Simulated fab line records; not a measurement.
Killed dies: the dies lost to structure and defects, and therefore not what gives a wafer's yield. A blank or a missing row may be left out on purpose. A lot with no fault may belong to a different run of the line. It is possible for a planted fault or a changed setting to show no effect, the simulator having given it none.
The tool behind it: which one? || flow n5 finfet || Sampling: 8 lots, 24 wafers, 6 of 1938 route steps

WHAT EACH GAUGE READ, for each wafer
N5_FIN_CUT_INSPECT_17: inspects for defects (brightfield).
{"lot": "L436", "measured": "day 2 03:32", "on": "defect inspect-01", "raw defect count": "240 243 197"}
{"lot": "L439", "measured": "day 2 22:09", "on": "defect inspect-01", "raw defect count": "191 335 284"}
{"lot": "L443", "measured": "day 3 21:16", "on": "defect inspect-02", "raw defect count": "244 225 332"}
{"lot": "L445", "measured": "day 4 11:33", "on": "defect inspect-02", "raw defect count": "274 276 270"}
{"lot": "L449", "measured": "day 5 09:50", "on": "defect inspect-01", "raw defect count": "194 179 180"}
{"lot": "L454", "measured": "day 6 15:49", "on": "defect inspect-01", "raw defect count": "738 714 751"}
{"lot": "L457", "measured": "day 7 10:08", "on": "defect inspect-01", "raw defect count": "750 822 867"}
{"lot": "L459", "measured": "day 7 21:48", "on": "defect inspect-01", "raw defect count": "271 222 342"}

N5_BEOL_M4_RC_MEAS_101.
{"lot": "L436", "measured": "day 7 15:28", "on": "prober-01", "DIBL_N (mV/V)": "35.4 35.3 34.9", "DIBL_P (mV/V)": "36.0 36.6 36.1", "IOFF_N (nA/um)": "0.14 0.15 0.15", "IOFF_P (nA/um)": "0.19 0.20 0.19", "ION_N (uA/um)": "666 684 678", "ION_P (uA/um)": "457 469 466", "SS_N (mV/dec)": "71.4 71.6 71.6", "SS_P (mV/dec)": "73.2 73.9 73.7", "VT_N (mV)": "253 249 253", "VT_P (mV)": "-255 -252 -252"}
{"lot": "L439", "measured": "day 8 13:29", "on": "prober-01", "DIBL_N (mV/V)": "35.7 33.6 36.1", "DIBL_P (mV/V)": "36.1 33.4 36.5", "IOFF_N (nA/um)": "0.15 0.11 0.14", "IOFF_P (nA/um)": "0.18 0.14 0.18", "ION_N (uA/um)": "682 681 677", "ION_P (uA/um)": "467 462 463", "SS_N (mV/dec)": "71.0 71.0 71.5", "SS_P (mV/dec)": "73.3 72.8 73.3", "VT_N (mV)": "251 255 253", "VT_P (mV)": "-251 -257 -253"}
{"lot": "L443", "measured": "day 9 06:10", "on": "prober-02", "DIBL_N (mV/V)": "33.1 34.9 33.9", "DIBL_P (mV/V)": "32.8 33.6 33.6", "IOFF_N (nA/um)": "0.11 0.12 0.11", "IOFF_P (nA/um)": "0.17 0.18 0.18", "ION_N (uA/um)": "665 656 668", "ION_P (uA/um)": "462 455 461", "SS_N (mV/dec)": "70.6 70.5 70.7", "SS_P (mV/dec)": "72.3 71.4 71.8", "VT_N (mV)": "255 253 255", "VT_P (mV)": "-253 -250 -251"}
{"lot": "L445", "measured": "day 10 07:46", "on": "prober-02", "DIBL_N (mV/V)": "34.4 36.1 36.9", "DIBL_P (mV/V)": "34.8 37.7 38.2", "IOFF_N (nA/um)": "0.11 0.14 0.15", "IOFF_P (nA/um)": "0.16 0.21 0.20", "ION_N (uA/um)": "662 653 662", "ION_P (uA/um)": "448 460 450", "SS_N (mV/dec)": "70.0 70.6 71.1", "SS_P (mV/dec)": "72.8 73.9 73.8", "VT_N (mV)": "253 253 251", "VT_P (mV)": "-257 -251 -253"}
{"lot": "L449", "measured": "day 11 10:59", "on": "prober-02", "DIBL_N (mV/V)": "38.8 36.4 38.9", "DIBL_P (mV/V)": "39.3 34.7 38.0", "IOFF_N (nA/um)": "0.21 0.15 0.21", "IOFF_P (nA/um)": "0.25 0.17 0.22", "ION_N (uA/um)": "672 665 676", "ION_P (uA/um)": "458 448 453", "SS_N (mV/dec)": "71.6 71.3 72.8", "SS_P (mV/dec)": "74.9 72.5 74.5", "VT_N (mV)": "245 253 248", "VT_P (mV)": "-249 -253 -250"}
{"lot": "L454", "measured": "day 12 06:17", "on": "prober-02", "DIBL_N (mV/V)": "37.0 38.2 37.9", "DIBL_P (mV/V)": "38.3 39.1 38.9", "IOFF_N (nA/um)": "0.22 0.23 0.24", "IOFF_P (nA/um)": "0.22 0.23 0.23", "ION_N (uA/um)": "705 686 683", "ION_P (uA/um)": "462 456 458", "SS_N (mV/dec)": "72.0 72.5 72.2", "SS_P (mV/dec)": "73.2 73.7 73.6", "VT_N (mV)": "243 244 240", "VT_P (mV)": "-251 -248 -250"}
{"lot": "L457", "measured": "day 13 03:38", "on": "prober-02", "DIBL_N (mV/V)": "40.0 38.2 37.6", "DIBL_P (mV/V)": "40.9 38.7 37.9", "IOFF_N (nA/um)": "0.28 0.23 0.21", "IOFF_P (nA/um)": "0.27 0.24 0.22", "ION_N (uA/um)": "717 695 687", "ION_P (uA/um)": "475 461 459", "SS_N (mV/dec)": "72.9 73.1 71.7", "SS_P (mV/dec)": "74.6 74.5 73.4", "VT_N (mV)": "241 242 245", "VT_P (mV)": "-250 -249 -251"}
{"lot": "L459", "measured": "day 13 10:06", "on": "prober-01", "DIBL_N (mV/V)": "33.2 36.3 36.8", "DIBL_P (mV/V)": "33.6 37.7 38.6", "IOFF_N (nA/um)": "0.12 0.18 0.19", "IOFF_P (nA/um)": "0.16 0.21 0.22", "ION_N (uA/um)": "669 678 677", "ION_P (uA/um)": "452 461 458", "SS_N (mV/dec)": "71.2 71.9 72.1", "SS_P (mV/dec)": "72.4 74.4 74.3", "VT_N (mV)": "252 248 246", "VT_P (mV)": "-256 -250 -253"}

EACH LOT AND THE TOOL THAT RAN IT (in order: tool; ch and the chambers of the sampled wafers; start)
{"lot": "L436", "N5_FIN_SAQP_STRIP_77": "rie diel-03 ch 0,1,3, day 2 01:28", "N5_FIN_CUT_CUT_ETCH_27": "rie diel-02 ch 0,1, day 2 03:05", "N5_FIN_CUT_CUT_ETCH_28": "rie si-04 ch 0,1,2, day 2 03:17", "N5_STI_FIN_REVEAL_RECESS_09": "vapor etch-02 ch 0,1, day 2 09:54"}
{"lot": "L439", "N5_FIN_SAQP_STRIP_77": "rie diel-03 ch 0,1,3, day 2 20:16", "N5_FIN_CUT_CUT_ETCH_27": "rie diel-02 ch 0,1, day 2 21:43", "N5_FIN_CUT_CUT_ETCH_28": "rie si-04 ch 1,2,3, day 2 21:55", "N5_STI_FIN_REVEAL_RECESS_09": "vapor etch-02 ch 0,1, day 3 04:13"}
{"lot": "L443", "N5_FIN_SAQP_STRIP_77": "rie diel-01 ch 1,2, day 3 19:21", "N5_FIN_CUT_CUT_ETCH_27": "rie diel-02 ch 0,1,3, day 3 20:50", "N5_FIN_CUT_CUT_ETCH_28": "rie si-04 ch 1,3, day 3 21:02", "N5_STI_FIN_REVEAL_RECESS_09": "vapor etch-02 ch 0,1, day 4 03:10"}
{"lot": "L445", "N5_FIN_SAQP_STRIP_77": "rie diel-01 ch 0,1,2, day 4 09:21", "N5_FIN_CUT_CUT_ETCH_27": "rie diel-04 ch 0,2,3, day 4 10:50", "N5_FIN_CUT_CUT_ETCH_28": "rie si-04 ch 0,1,3, day 4 11:02", "N5_STI_FIN_REVEAL_RECESS_09": "vapor etch-02 ch 0,1, day 4 17:38"}
{"lot": "L449", "N5_FIN_SAQP_STRIP_77": "rie diel-06 ch 1,2,3, day 5 07:37", "N5_FIN_CUT_CUT_ETCH_27": "rie diel-02 ch 0,1, day 5 09:19", "N5_FIN_CUT_CUT_ETCH_28": "rie si-05 ch 0,2,3, day 5 09:31", "N5_STI_FIN_REVEAL_RECESS_09": "vapor etch-02 ch 0,1, day 5 16:13"}
{"lot": "L454", "N5_FIN_SAQP_STRIP_77": "rie diel-06 ch 1,3, day 6 13:50", "N5_FIN_CUT_CUT_ETCH_27": "rie diel-04 ch 1,2,3, day 6 15:19", "N5_FIN_CUT_CUT_ETCH_28": "rie si-04 ch 0,1,3, day 6 15:31", "N5_STI_FIN_REVEAL_RECESS_09": "vapor etch-01 ch 0,1, day 6 21:45"}
{"lot": "L457", "N5_FIN_SAQP_STRIP_77": "rie diel-06 ch 0,2,3, day 7 08:20", "N5_FIN_CUT_CUT_ETCH_27": "rie diel-02 ch 2,3, day 7 09:41", "N5_FIN_CUT_CUT_ETCH_28": "rie si-04 ch 0,1, day 7 09:53", "N5_STI_FIN_REVEAL_RECESS_09": "vapor etch-01 ch 0,1, day 7 16:02"}
{"lot": "L459", "N5_FIN_SAQP_STRIP_77": "rie diel-06 ch 0,3, day 7 19:35", "N5_FIN_CUT_CUT_ETCH_27": "rie diel-05 ch 0,2,3, day 7 21:05", "N5_FIN_CUT_CUT_ETCH_28": "rie si-06 ch 0,1,3, day 7 21:17", "N5_STI_FIN_REVEAL_RECESS_09": "vapor etch-01 ch 0,1, day 8 03:50"}
- N5_FIN_SAQP_STRIP_77: strips in N2/H2, time 90 s.
- N5_FIN_CUT_CUT_ETCH_27: etches SiO2 in CHF3/O2, target depth 4 nm, overetch 2 nm, time 4.9 s.
- N5_FIN_CUT_CUT_ETCH_28: etches Si in HBr/Cl2/O2, target depth 6 nm, time 2.4 s.
- N5_STI_FIN_REVEAL_RECESS_09: chemistry HF/NH3, target SiO2, afs cycles 11, target depth 42.5 nm, sublimation time 60 s.

WHAT THE TOOLS THEMSELVES READ (means of the sampled wafers that have a number; where no wafer has one, the mark that the record gives instead)
N5_FIN_SAQP_STRIP_77.
{"lot": "L436", "tool": "rie diel-03", "bias power w (W)": 2.997, "drypump motor current A (A)": 5.7, "n2 flow sccm (sccm)": 299.4, "oes product au (a.u.)": 0.77, "rf vpp V (V)": 45.3, "showerhead plenum p Torr (Torr)": 3.42, "temp c (C)": 39.98, "throttle valve pct (%)": 12.20}
{"lot": "L439", "tool": "rie diel-03", "bias power w (W)": 2.994, "drypump motor current A (A)": 5.7, "n2 flow sccm (sccm)": 299.9, "oes product au (a.u.)": 0.76, "rf vpp V (V)": 45.0, "showerhead plenum p Torr (Torr)": 3.42, "temp c (C)": 39.89, "throttle valve pct (%)": 12.20}
{"lot": "L443", "tool": "rie diel-01", "bias power w (W)": 2.996, "drypump motor current A (A)": 5.4, "n2 flow sccm (sccm)": 300.0, "oes product au (a.u.)": 0.78, "rf vpp V (V)": 45.1, "showerhead plenum p Torr (Torr)": 3.49, "temp c (C)": 39.88, "throttle valve pct (%)": 12.41}
{"lot": "L445", "tool": "rie diel-01", "bias power w (W)": 3.002, "drypump motor current A (A)": 5.5, "n2 flow sccm (sccm)": 299.4, "oes product au (a.u.)": 0.76, "rf vpp V (V)": 45.4, "showerhead plenum p Torr (Torr)": 3.41, "temp c (C)": 39.96, "throttle valve pct (%)": 12.42}
{"lot": "L449", "tool": "rie diel-06", "bias power w (W)": 3.000, "drypump motor current A (A)": 5.2, "n2 flow sccm (sccm)": 299.9, "oes product au (a.u.)": 0.83, "rf vpp V (V)": 45.2, "showerhead plenum p Torr (Torr)": 3.33, "temp c (C)": 40.15, "throttle valve pct (%)": 12.09}
{"lot": "L454", "tool": "rie diel-06", "bias power w (W)": 3.000, "drypump motor current A (A)": 5.2, "n2 flow sccm (sccm)": 300.1, "oes product au (a.u.)": 0.82, "rf vpp V (V)": 44.9, "showerhead plenum p Torr (Torr)": 3.36, "temp c (C)": 39.98, "throttle valve pct (%)": 12.03}
{"lot": "L457", "tool": "rie diel-06", "bias power w (W)": 3.003, "drypump motor current A (A)": 5.0, "n2 flow sccm (sccm)": 299.6, "oes product au (a.u.)": 0.80, "rf vpp V (V)": 45.4, "showerhead plenum p Torr (Torr)": 3.36, "temp c (C)": 39.98, "throttle valve pct (%)": 12.29}
{"lot": "L459", "tool": "rie diel-06", "bias power w (W)": 2.991, "drypump motor current A (A)": 4.9, "n2 flow sccm (sccm)": 299.2, "oes product au (a.u.)": 0.80, "rf vpp V (V)": 46.1, "showerhead plenum p Torr (Torr)": 3.37, "temp c (C)": 39.98, "throttle valve pct (%)": 12.18}

N5_FIN_CUT_CUT_ETCH_27.
{"lot": "L436", "tool": "rie diel-02", "O2_flow_sccm (sccm)": 5.010, "drypump motor current A (A)": 5.8, "oes_f_703_au (a.u.)": 0.77, "oes product au (a.u.)": 0.62, "rf vpp V (V)": 529, "showerhead plenum p Torr (Torr)": 2.39, "throttle valve pct (%)": 19.00}
{"lot": "L439", "tool": "rie diel-02", "O2_flow_sccm (sccm)": 5.026, "drypump motor current A (A)": 5.9, "oes_f_703_au (a.u.)": 0.76, "oes product au (a.u.)": 0.62, "rf vpp V (V)": 530, "showerhead plenum p Torr (Torr)": 2.38, "throttle valve pct (%)": 19.02}
{"lot": "L443", "tool": "rie diel-02", "O2_flow_sccm (sccm)": 5.000, "drypump motor current A (A)": 5.9, "oes_f_703_au (a.u.)": 0.76, "oes product au (a.u.)": 0.61, "rf vpp V (V)": 525, "showerhead plenum p Torr (Torr)": 2.38, "throttle valve pct (%)": 18.91}
{"lot": "L445", "tool": "rie diel-04", "O2_flow_sccm (sccm)": 4.995, "drypump motor current A (A)": 5.6, "oes_f_703_au (a.u.)": 0.73, "oes product au (a.u.)": 0.58, "rf vpp V (V)": 527, "showerhead plenum p Torr (Torr)": 2.38, "throttle valve pct (%)": 18.90}
{"lot": "L449", "tool": "rie diel-02", "O2_flow_sccm (sccm)": 5.013, "drypump motor current A (A)": 5.9, "oes_f_703_au (a.u.)": 0.77, "oes product au (a.u.)": 0.62, "rf vpp V (V)": 528, "showerhead plenum p Torr (Torr)": 2.36, "throttle valve pct (%)": 19.08}
{"lot": "L454", "tool": "rie diel-04", "O2_flow_sccm (sccm)": 5.003, "drypump motor current A (A)": 5.6, "oes_f_703_au (a.u.)": 0.77, "oes product au (a.u.)": 0.62, "rf vpp V (V)": 528, "showerhead plenum p Torr (Torr)": 2.43, "throttle valve pct (%)": 18.87}
{"lot": "L457", "tool": "rie diel-02", "O2_flow_sccm (sccm)": 4.984, "drypump motor current A (A)": 6.0, "oes_f_703_au (a.u.)": 0.72, "oes product au (a.u.)": 0.57, "rf vpp V (V)": 521, "showerhead plenum p Torr (Torr)": 2.43, "throttle valve pct (%)": 18.77}
{"lot": "L459", "tool": "rie diel-05", "O2_flow_sccm (sccm)": 5.002, "drypump motor current A (A)": 5.8, "oes_f_703_au (a.u.)": 0.80, "oes product au (a.u.)": 0.62, "rf vpp V (V)": 519, "showerhead plenum p Torr (Torr)": 2.42, "throttle valve pct (%)": 18.81}

N5_FIN_CUT_CUT_ETCH_28.
{"lot": "L436", "tool": "rie si-04", "O2_flow_sccm (sccm)": 11.99, "drypump motor current A (A)": 6.3, "oes product au (a.u.)": 0.992, "throttle valve pct (%)": 37.2}
{"lot": "L439", "tool": "rie si-04", "O2_flow_sccm (sccm)": 11.99, "drypump motor current A (A)": 6.1, "oes product au (a.u.)": 1.003, "throttle valve pct (%)": 37.1}
{"lot": "L443", "tool": "rie si-04", "O2_flow_sccm (sccm)": 12.01, "drypump motor current A (A)": 5.8, "oes product au (a.u.)": 1.013, "throttle valve pct (%)": 37.1}
{"lot": "L445", "tool": "rie si-04", "O2_flow_sccm (sccm)": 12.00, "drypump motor current A (A)": 6.0, "oes product au (a.u.)": 1.005, "throttle valve pct (%)": 37.2}
{"lot": "L449", "tool": "rie si-05", "O2_flow_sccm (sccm)": 12.01, "drypump motor current A (A)": 6.0, "oes product au (a.u.)": 1.007, "throttle valve pct (%)": 36.9}
{"lot": "L454", "tool": "rie si-04", "O2_flow_sccm (sccm)": 12.01, "drypump motor current A (A)": 6.0, "oes product au (a.u.)": 1.005, "throttle valve pct (%)": 37.2}
{"lot": "L457", "tool": "rie si-04", "O2_flow_sccm (sccm)": 12.01, "drypump motor current A (A)": 5.9, "oes product au (a.u.)": 1.010, "throttle valve pct (%)": 37.2}
{"lot": "L459", "tool": "rie si-06", "O2_flow_sccm (sccm)": 11.97, "drypump motor current A (A)": 5.8, "oes product au (a.u.)": 1.002, "throttle valve pct (%)": 37.1}

N5_STI_FIN_REVEAL_RECESS_09.
{"lot": "L436", "tool": "vapor etch-02", "drypump motor current A (A)": 5.71, "sublimation temp c (C)": 179.93, "temp c (C)": 30.07}
{"lot": "L439", "tool": "vapor etch-02", "drypump motor current A (A)": 5.54, "sublimation temp c (C)": 179.96, "temp c (C)": 30.01}
{"lot": "L443", "tool": "vapor etch-02", "drypump motor current A (A)": 5.51, "sublimation temp c (C)": 180.03, "temp c (C)": 30.06}
{"lot": "L445", "tool": "vapor etch-02", "drypump motor current A (A)": 5.53, "sublimation temp c (C)": 179.97, "temp c (C)": 29.94}
{"lot": "L449", "tool": "vapor etch-02", "drypump motor current A (A)": 5.49, "sublimation temp c (C)": 180.05, "temp c (C)": 30.05}
{"lot": "L454", "tool": "vapor etch-01", "drypump motor current A (A)": 5.37, "sublimation temp c (C)": 180.16, "temp c (C)": 29.98}
{"lot": "L457", "tool": "vapor etch-01", "drypump motor current A (A)": 5.37, "sublimation temp c (C)": 180.04, "temp c (C)": 30.07}
{"lot": "L459", "tool": "vapor etch-01", "drypump motor current A (A)": 5.42, "sublimation temp c (C)": 180.06, "temp c (C)": 29.96}

THE ANSWER, worked out from the rows above alone
Rule: the lots themselves supply what counts as usual. Put in order of their means at a reading, lots are off if they are a third of the lots or fewer, leave a main group of 4 or more, and stand apart from it by a gap of 3 or more times the standard deviation of the main group's means; of several such gaps the widest counts. A main group whose means are all the same, to the digits that the tables above print for the reading, isn't used. A lot without any number at a reading at which 4 lots or more have one is off too. Any other lot the step has rows for is counted as sound. After the gauges, taken in route order, come the tools' own readings; for these a lot's mean is taken, as printed above. At the first step where some lot is off, the reading lying furthest off is the one used; lots without a number count as furthest.
Off, at N5_FIN_CUT_INSPECT_17 on raw defect count: L454, L457. The main group has a mean of 250 with a standard deviation of 34.
A tool fits if, at a process step before that reading, it ran every lot that is off, and no sound lot after the first of them. Those tools and the gauges at N5_FIN_CUT_INSPECT_17 are tried in the same way. One candidate fits, namely rie si-04 at N5_FIN_CUT_CUT_ETCH_28. A fault onset in the window from L445 (day 4 11:02, its last sound lot) to L454 (day 6 15:31, its first lot off) fits.

WHAT WAS PUT IN BY THE SIMULATOR
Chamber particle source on rie si-04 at N5_FIN_CUT_CUT_ETCH_28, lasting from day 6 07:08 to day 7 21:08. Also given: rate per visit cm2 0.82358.
Struck lots among those shown: L454, L457. The rule above found the same.
